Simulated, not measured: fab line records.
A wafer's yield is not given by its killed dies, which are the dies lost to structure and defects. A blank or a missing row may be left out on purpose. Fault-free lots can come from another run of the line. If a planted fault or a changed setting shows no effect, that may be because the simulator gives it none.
8D (eight disciplines) problem report, filled in by code :: flow nand-harc :: the parts of the form that need people (team, actions taken, sign-off) are left out

1. WHAT WENT WRONG
Mean of susceptor-temp-C at NHARC_A_CHANNEL_FILL_D1_ALD_15: 659.3 C across 6 wafers in 2 lots; on wafers with no fault it is 630.0 C (standard deviation 0.32). Measured from the usual mean, that is +91 standard deviations.
The step: deposits SiNx, target thk 2 nm, pulse time 60 s, ald cycles 19.
Earliest sighting: wafer L158.2 on ald-sin-batch-01 at day 12 20:21. The record holds 24 wafers of 8 lots with a number at this step. By rule, "out" or "out of limits" means more than 4 standard deviations away from the usual mean. All remaining wafers that have a number are taken as sound.

2. WHAT IT IS AND WHAT IT IS NOT
question: which readings at this step
is: susceptor-temp-C
is not: precursor-pulse-height-rel

question: which lots
is: L158, L159
is not: L147, L148, L149, L150, L165, L167

question: which wafers of those lots
is: all that have a number
is not: -

question: read on which tools
is: ald-sin-batch-01
is not: ald-sin-batch-02

question: when
is: from day 12 20:21
is not: up to then (12 sound wafers); but 6 sound wafers of L165, L167 came after

3. THE SUSPECTS, EACH WITH WHAT RULES IT OUT
Counting: a tool stays on the suspect list if, at a process step up to the reading, it processed all lots that are out and no sound lot following the first of them.
- ald-sin-batch-01 at NHARC_A_CHANNEL_FILL_D1_ALD_03 (deposits SiNx, target thk 6 nm, pulse time 60 s, ald cycles 58): kept. All lots that are out passed through it, beginning with L158 at day 12 20:21, and no sound lot followed; its final sound lot before that point was L147 at day 9 14:02. Because NHARC_A_CHANNEL_FILL_D1_ALD_03 lacks a start for some lots, the hours and order of its lots are taken from NHARC_A_CHANNEL_FILL_D1_ALD_15.
- ald-sin-batch-01 at NHARC_A_CHANNEL_FILL_D1_ALD_15 (deposits SiNx, target thk 2 nm, pulse time 60 s, ald cycles 19): kept. All lots that are out passed through it, beginning with L158 at day 12 20:21, and no sound lot followed; its final sound lot before that point was L149 at day 10 11:11. Its own susceptor-temp-C readings are out on those wafers.
The count leaves ald-sin-batch-01 at NHARC_A_CHANNEL_FILL_D1_ALD_15 and ald-sin-batch-01 at NHARC_A_CHANNEL_FILL_D1_ALD_03.

4. THE CAUSE (what the simulator had put in)
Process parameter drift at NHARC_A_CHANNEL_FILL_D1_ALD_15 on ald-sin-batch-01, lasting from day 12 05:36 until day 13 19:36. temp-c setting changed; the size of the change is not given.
After counting, 2 suspects remain, this tool included.

5. THE EFFECT CHAIN, in route order
Each row: a reading where the mean over the struck wafers with a number is more than 3 standard deviations away from the usual. Only readings for which the record gives a usual standard deviation are gone through. hours: the time from each lot's start at the first step in this table that gives one to its start at this step, as a median over the lots. sigmas: the change in usual standard deviations.
hours: 0
step: NHARC_A_CHANNEL_FILL_D1_ALD_15
reading: susceptor-temp-C
usual: 630.0 C
on struck wafers: 659.3
change: +29.3
sigmas: +91
Here are the process steps it includes:
- NHARC_A_CHANNEL_FILL_D1_ALD_15: deposits SiNx, target thk 2 nm, pulse time 60 s, ald cycles 19.

6. WHAT WOULD HAVE CAUGHT IT SOONER
First out-of-limits reading in this record: day 12 20:21, which is 15 hours after fault onset at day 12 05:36.
